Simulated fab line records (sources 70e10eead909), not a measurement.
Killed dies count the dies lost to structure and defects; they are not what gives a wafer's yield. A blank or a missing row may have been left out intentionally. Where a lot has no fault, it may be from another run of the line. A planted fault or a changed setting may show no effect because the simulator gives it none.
Tool commonality check -- flow nand_harc -- Sample size 13 lots and 39 wafers

== WHAT PROMPTED THE OPENING ==
At NHARC_A_ONON_D1_THK_MEAS_08 the reading thk_nm is flagged on 3 of 13 lots. Wafers without a fault read 1002 nm, standard deviation 8.3.
Rule: a lot is flagged when every wafer of it that has a number lies more than 4 standard deviations from that mean, or none has a number. All remaining lots are regarded as sound.

lot,measured,on,"thk_nm (nm), wafer by wafer",flag
L896,day 7 23:11,film_metro-01,1008 1008 1007,
L897,day 8 03:05,film_metro-02,1012 1011 1012,
L899,day 8 16:07,film_metro-02,996 997 996,
L902,day 9 02:10,film_metro-01,1000 1001 1000,
L901,day 9 02:11,film_metro-02,998 998 999,
L906,day 10 21:53,film_metro-02,1000 1000 1001,
L907,day 11 03:43,film_metro-02,1010 1010 1009,
L908,day 11 03:52,film_metro-02,1003 1004 1002,
L912,day 11 20:07,film_metro-02,520 518 518,FLAGGED
L911,day 11 20:28,film_metro-02,496 495 496,FLAGGED
L916,day 12 11:59,film_metro-01,512 508 508,FLAGGED
L915,day 12 11:59,film_metro-02,1000 1001 1001,
L917,day 12 23:17,film_metro-01,985 984 985,
Average over the flagged lots: 508 nm; offset from the usual -494 nm, equal to -60 standard deviations.

== EACH LOT AND THE TOOL IT RAN ON ==
2 process steps preceding the reading are held in the record, out of 1159 steps in the route. Cell contents, in order: the tool; ch with the chambers the sampled wafers went through; the start.
lot,flag,NHARC_A_ZERO_WELL_ETCH_13,NHARC_A_ONON_D1_DEP_06
L896,,"rie_si-05 ch 0,2,3, day 6 23:58","pecvd_onon-04 ch 0, day 7 22:44"
L897,,"rie_si-05 ch 0,1,3, day 7 03:56","pecvd_onon-01 ch 0, day 8 02:38"
L899,,"rie_si-05 ch 1,2,3, day 7 14:13","pecvd_onon-04 ch 0, day 8 15:40"
L902,,"rie_si-02 ch 1,2,3, day 8 05:27","pecvd_onon-04 ch 0, day 9 01:39"
L901,,"rie_si-05 ch 0,1,3, day 8 03:07","pecvd_onon-01 ch 0, day 9 01:43"
L906,,"rie_si-05 ch 0,1,3, day 9 21:45","pecvd_onon-03 ch 0, day 10 21:22"
L907,,"rie_si-02 ch 1,2, day 10 05:17","pecvd_onon-03 ch 0, day 11 03:12"
L908,,"rie_si-05 ch 0,1,2, day 10 03:59","pecvd_onon-01 ch 0, day 11 03:24"
L912,FLAGGED,"rie_si-02 ch 1,3, day 10 23:17","pecvd_onon-01 ch 0, day 11 19:36"
L911,FLAGGED,"rie_si-01 ch 1,2, day 10 21:12","pecvd_onon-01 ch 0, day 11 20:01"
L916,FLAGGED,"rie_si-02 ch 1,2,3, day 11 11:27","pecvd_onon-01 ch 0, day 12 11:29"
L915,,"rie_si-01 ch 0,1,2, day 11 12:16","pecvd_onon-03 ch 0, day 12 11:29"
L917,,"rie_si-05 ch 0,1,2, day 11 23:41","pecvd_onon-03 ch 0, day 12 22:50"
What the steps here do:
- NHARC_A_ZERO_WELL_ETCH_13: etches the open film in HBr/Cl2, target depth 120 nm, time 40.1 s.
- NHARC_A_ONON_D1_DEP_06: target thk 1000 nm.
- NHARC_A_ONON_D1_THK_MEAS_08: measures by ellipsometry.

== FLAGGED OVER TOTAL, TOOL BY TOOL (the gauges that took the reading come last) ==
step,tool,lots run,flagged,share of the flagged lots,sound lots run after its first flagged lot
NHARC_A_ZERO_WELL_ETCH_13,rie_si-01,2,1,some,1 (L915)
NHARC_A_ZERO_WELL_ETCH_13,rie_si-02,4,2,some,0
NHARC_A_ZERO_WELL_ETCH_13,rie_si-05,7,0,none,-
NHARC_A_ONON_D1_DEP_06,pecvd_onon-01,6,3,all,0
NHARC_A_ONON_D1_DEP_06,pecvd_onon-03,4,0,none,-
NHARC_A_ONON_D1_DEP_06,pecvd_onon-04,3,0,none,-
NHARC_A_ONON_D1_THK_MEAS_08,film_metro-01,4,1,some,1 (L917)
NHARC_A_ONON_D1_THK_MEAS_08,film_metro-02,9,2,some,1 (L915)

== THE TABLE: WHAT IT ALLOWS ==
Rows of the table that ran each flagged lot: 1, that is pecvd_onon-01 at NHARC_A_ONON_D1_DEP_06.
- pecvd_onon-01 at NHARC_A_ONON_D1_DEP_06 ran 6 lots, 3 of them flagged. It ran its last sound lot, L908, at day 11 03:24 and its first flagged lot, L912, at day 11 19:36: a fault with its onset between the two fits.
pecvd_onon-01 at NHARC_A_ONON_D1_DEP_06 is the single tool remaining.

== WHAT THE SIMULATOR HAD PUT IN ==
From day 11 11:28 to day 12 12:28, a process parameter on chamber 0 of pecvd_onon-01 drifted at NHARC_A_ONON_D1_DEP_06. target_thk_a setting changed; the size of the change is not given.
Shown lots that were struck: L912, L911, L916. The rule given above showed the same thing.
